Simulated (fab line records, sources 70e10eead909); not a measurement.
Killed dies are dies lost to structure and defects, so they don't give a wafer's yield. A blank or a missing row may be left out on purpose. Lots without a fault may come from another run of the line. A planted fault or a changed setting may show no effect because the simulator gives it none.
A struck lot beside a sound one | flow nand_harc | 25 steps out of a route of 1302
Sound: wafers L306.4, L306.5, L306.6. Struck: wafers L305.2, L305.3, L305.6. The cause comes at the end.
At each step with rows: each side's tool, then ch and its chambers, then its first start. Under that, the readings that differ: sound wafers | struck wafers | difference of the means | sigmas: that difference in standard deviations of wafers without a fault.
alike: readings whose means differ by less than 2 such deviations, and words and numbers that are the same on both sides. not compared: withheld readings, readings that some wafer has no value for, bounds like >300 that may hide the same value, and numbers for which the record gives no deviation and whose values overlap.
The two part at a step that has a row with sigmas, a row that says differs or no value, or rows on one side only. Numbers that don't overlap but have no deviation are shown without sigmas and don't part them. A reading that every wafer of one side lacks parts them only if that side has two wafers or more.

NHARC_P_ZERO_WELL_DESCUM_54: chemistry O2, time 3 s.
  sound on rie_diel-04 ch 0,1,2, day 7 20:56; struck on rie_diel-04 ch 2,3, day 7 18:49
  alike: drypump_motor_current_A, oes_product_au, rf_vpp_V, showerhead_plenum_p_Torr, throttle_valve_pct
  not compared: rf_hours_counter_h
then, 5 steps without rows for these wafers: NHARC_P_ZERO_WELL_IMPLANT_55; NHARC_P_ZERO_WELL_IMPLANT_61; NHARC_P_ZERO_WELL_STRIP_56 (strips in SPM, time 840 s); NHARC_P_ZERO_WELL_PRECLEAN_68 (cleans in SC1, time 60 s); NHARC_P_ZERO_WELL_SRD_69.
NHARC_P_ZERO_WELL_RTA_42: time 300 s.
  sound on rtp_anneal-02 ch 0, day 7 22:12; struck on rtp_anneal-01 ch 0, day 7 19:53
  reading             | sound          | struck         | difference | sigmas
  lamp_power_pct (%)  | 35.8 35.8 35.8 | 37.0 37.0 36.9 | +1.2       | +2
  lamp_zone_3_pct (%) | 35.8 35.8 35.8 | 36.9 37.0 37.0 | +1.2       | +2
  alike: wafer_temp_C_max
NHARC_P_ZERO_WELL_INSPECT_43:
  sound on defect_inspect-02, day 7 22:33; struck on defect_inspect-01, day 7 20:27
  alike: raw_defect_count
then, 4 steps without rows for these wafers: NHARC_P_STI_ETCH_26 (etches SiO2 in dHF, target depth 11 nm); NHARC_P_STI_PRECLEAN_27 (cleans in SC1); NHARC_P_STI_SRD_28; NHARC_P_STI_OXIDE_29 (material SiO2, target thk 10 nm, ox time 1362 s).
NHARC_P_STI_HM_DEP_30: deposits Si3N4, target thk 80 nm, time 873 s.
  sound on lpcvd-01 ch 1, day 8 07:28; struck on lpcvd-01 ch 0, day 8 07:28
  reading                  | sound          | struck         | difference | sigmas
  zone_power_lower_pct (%) | 15.3 15.0 15.1 | 11.1 11.3 11.3 | -3.9       | -2
then, 9 steps without rows for these wafers: NHARC_P_STI_DEHYDRATE_01 (time 120 s); NHARC_P_STI_HMDS_02 (time 30 s); NHARC_P_STI_COAT_41 (time 65 s); NHARC_P_STI_COAT_03 (resist thk 600 nm); NHARC_P_STI_SOFTBAKE_04 (time 70 s); NHARC_P_STI_EBR_05; NHARC_P_STI_EXPOSE_06 (exposes mask P STI, target cd 200 nm); NHARC_P_STI_PEB_07 (peb time 80 s); NHARC_P_STI_DEVELOP_08 (time 50 s).
NHARC_P_STI_CD_MEAS_09: target cd 200 nm.
  sound on cd_sem-02 ch 0, day 8 11:47; struck on cd_sem-02 ch 0, day 8 11:37
  alike: cd_nm
NHARC_P_STI_OVL_MEAS_10:
  sound on overlay-02, day 8 11:52; struck on overlay-02, day 8 11:42
  reading           | sound | struck   | difference | sigmas
  overlay_x_nm (nm) | 7 7 8 | -8 -8 -8 | -15        | -3
  alike: overlay_y_nm
NHARC_P_STI_INSPECT_11:
  sound on defect_inspect-02, day 8 11:54; struck on defect_inspect-02, day 8 11:55
  reading          | sound | struck      | difference | sigmas
  raw_defect_count | 6 4 5 | 996 888 924 | +931       | +99 or more
  not compared: hold

WHERE THEY PART
First at NHARC_P_ZERO_WELL_RTA_42; last, within this record, at NHARC_P_STI_INSPECT_11.

WHY: what the simulator had put in
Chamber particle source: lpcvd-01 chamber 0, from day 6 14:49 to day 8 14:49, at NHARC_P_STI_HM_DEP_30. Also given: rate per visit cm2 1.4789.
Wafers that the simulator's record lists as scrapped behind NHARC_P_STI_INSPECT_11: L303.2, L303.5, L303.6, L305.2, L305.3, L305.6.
